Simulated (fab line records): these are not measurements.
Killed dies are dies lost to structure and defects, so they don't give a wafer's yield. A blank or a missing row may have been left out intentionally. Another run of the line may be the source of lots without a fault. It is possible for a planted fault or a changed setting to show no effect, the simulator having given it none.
Lot-split experiment + flow n5_finfet + on a route of 1938 steps: 7 lots, 21 wafers read

== THE SPLIT ==
At N5_BEOL_M11_COAT_60 (time 60 s, resist thk 30 nm), the setting spin_rpm was moved away from the recipe's 1500 rpm on 10 of the 21 wafers read, by -7.5% to +6.4%. All remaining wafers had this setting at the recipe value.

== FROM THE SPLIT TO THE READING: what the file shows between them, 4 steps ==
- N5_BEOL_M11_COAT_05: resist thk 90 nm
- N5_BEOL_M11_EBR_07
- N5_BEOL_M11_DESCUM_16: chemistry O2, time 7.9 s
- N5_BEOL_M11_ETCH_61: etches SiARC in CF4, target depth 39 nm, time 65 s

== THE READING ==
SiARC_of_BEOL_M11_COAT_60.thk_nm (the simulator's own value, which no gauge read), in nm, at N5_BEOL_M11_ETCH_62 (etches SOC in N2/H2, target depth 110 nm, overetch 22 nm, time 165 s). The file gives no usual value for it. Across the 11 wafers here that went through the recipe, the average is 23.5 nm and the standard deviation 0.089 nm.

| wafer  | tool, chamber at the split | spin_rpm as run, rpm | against the recipe | SiARC_of_BEOL_M11_COAT_60.thk_nm, nm | against lot-mates on the recipe |
|--------|----------------------------|----------------------|--------------------|--------------------------------------|---------------------------------|
| L078.2 | litho_track-03, 0          | 1500                 | recipe             | 23.6                                 | -                               |
| L078.3 | litho_track-03, 0          | 1500                 | recipe             | 23.6                                 | -                               |
| L078.5 | litho_track-03, 0          | 1500                 | recipe             | 23.6                                 | -                               |
| L081.1 | litho_track-05, 0          | 1500                 | recipe             | 23.6                                 | -                               |
| L081.2 | litho_track-05, 0          | 1561                 | +4.1%              | 23                                   | -0.6                            |
| L081.4 | litho_track-05, 0          | 1561                 | +4.1%              | 23                                   | -0.6                            |
| L084.1 | litho_track-05, 0          | 1387                 | -7.5%              | 24.8                                 | no lot-mate on the recipe       |
| L084.6 | litho_track-05, 0          | 1387                 | -7.5%              | 24.8                                 | no lot-mate on the recipe       |
| L084.3 | litho_track-05, 0          | 1387                 | -7.5%              | 24.6                                 | no lot-mate on the recipe       |
| L087.1 | litho_track-05, 0          | 1500                 | recipe             | 23.6                                 | -                               |
| L087.3 | litho_track-05, 0          | 1500                 | recipe             | 23.6                                 | -                               |
| L087.4 | litho_track-05, 0          | 1500                 | recipe             | 23.6                                 | -                               |
| L090.1 | litho_track-05, 0          | 1500                 | recipe             | 23.4                                 | -                               |
| L090.5 | litho_track-05, 0          | 1500                 | recipe             | 23.4                                 | -                               |
| L090.3 | litho_track-05, 0          | 1596                 | +6.4%              | 22.6                                 | -0.8                            |
| L094.3 | litho_track-05, 0          | 1578                 | +5.2%              | 23                                   | -0.6                            |
| L094.6 | litho_track-05, 0          | 1578                 | +5.2%              | 23                                   | -0.6                            |
| L094.5 | litho_track-05, 0          | 1500                 | recipe             | 23.6                                 | -                               |
| L089.1 | litho_track-01, 0          | 1453                 | -3.1%              | 24                                   | +0.6                            |
| L089.3 | litho_track-01, 0          | 1453                 | -3.1%              | 24                                   | +0.6                            |
| L089.2 | litho_track-01, 0          | 1500                 | recipe             | 23.4                                 | -                               |

FIT RESULTS
A straight line over all 21 wafers: SiARC_of_BEOL_M11_COAT_60.thk_nm changes by -0.144 nm for each +1% of spin_rpm; r = -0.98; the points scatter about the line by 0.1 nm.
The same after taking each lot's own level away (the mean of its wafers on the recipe; 18 wafers): -0.14 nm for each +1%; r = -0.99; scatter 0.068 nm.
According to that fit, moving spin_rpm by its largest amount changes the reading by 1.1 nm.
Across the lots, their own levels run from 23.40 to 23.60 nm, a range of 2.2 times the standard deviation given above.
The two slopes agree, so the slope changes little with the lot-to-lot level.
Check: with one of the wafers moved furthest among these (+6.4%) left out of the fit, the line predicts -0.883 nm for it against its lot-mates. It came out at -0.8 nm against them.

== FURTHER SPLITS ON THESE WAFERS ==
Other splits were also applied to these wafers ahead of the reading. Each is held against what the fit with the lots' levels taken away leaves over:
| other split on the same wafers      | wafers away from the commonest value | r with SiARC_of_BEOL_M11_COAT_60.thk_nm (lot level and that fit taken away) |
|-------------------------------------|--------------------------------------|-----------------------------------------------------------------------------|
| N5_BEOL_M10_VIA_ETCH_34 time_s      | 6                                    | -0.32                                                                       |
| N5_BEOL_M10_TRENCH_ETCH_37 source_w | 3                                    | -0.35                                                                       |
| N5_BEOL_M11_PECVD_70 time_s         | 6                                    | +0.15                                                                       |

== THE WHOLE CHAIN: every reading that the file lists as answering this split, in the file's order ==
| step                | what it does                                                         | reading                                                                           | change (the file's fit)               | r (the file's) |
|---------------------|----------------------------------------------------------------------|-----------------------------------------------------------------------------------|---------------------------------------|----------------|
| N5_BEOL_M11_COAT_60 | time 60 s, resist thk 30 nm                                          | SiARC_of_BEOL_M11_COAT_60.thk_nm (the simulator's own value, which no gauge read) | -0.142 nm for each +1% of the setting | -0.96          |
| N5_BEOL_M11_ETCH_61 | etches SiARC in CF4, target depth 39 nm, time 65 s                   | etch.depth_nm (the simulator's own value, which no gauge read)                    | -0.141 nm for each +1% of the setting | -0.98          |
| N5_BEOL_M11_ETCH_62 | etches SOC in N2/H2, target depth 110 nm, overetch 22 nm, time 165 s | SiARC_of_BEOL_M11_COAT_60.thk_nm (the simulator's own value, which no gauge read) | -0.133 nm for each +1% of the setting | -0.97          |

== THE FILE'S OWN FIT ==
SiARC_of_BEOL_M11_COAT_60.thk_nm changes by -0.133 nm for each +1% of spin_rpm, r = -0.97.
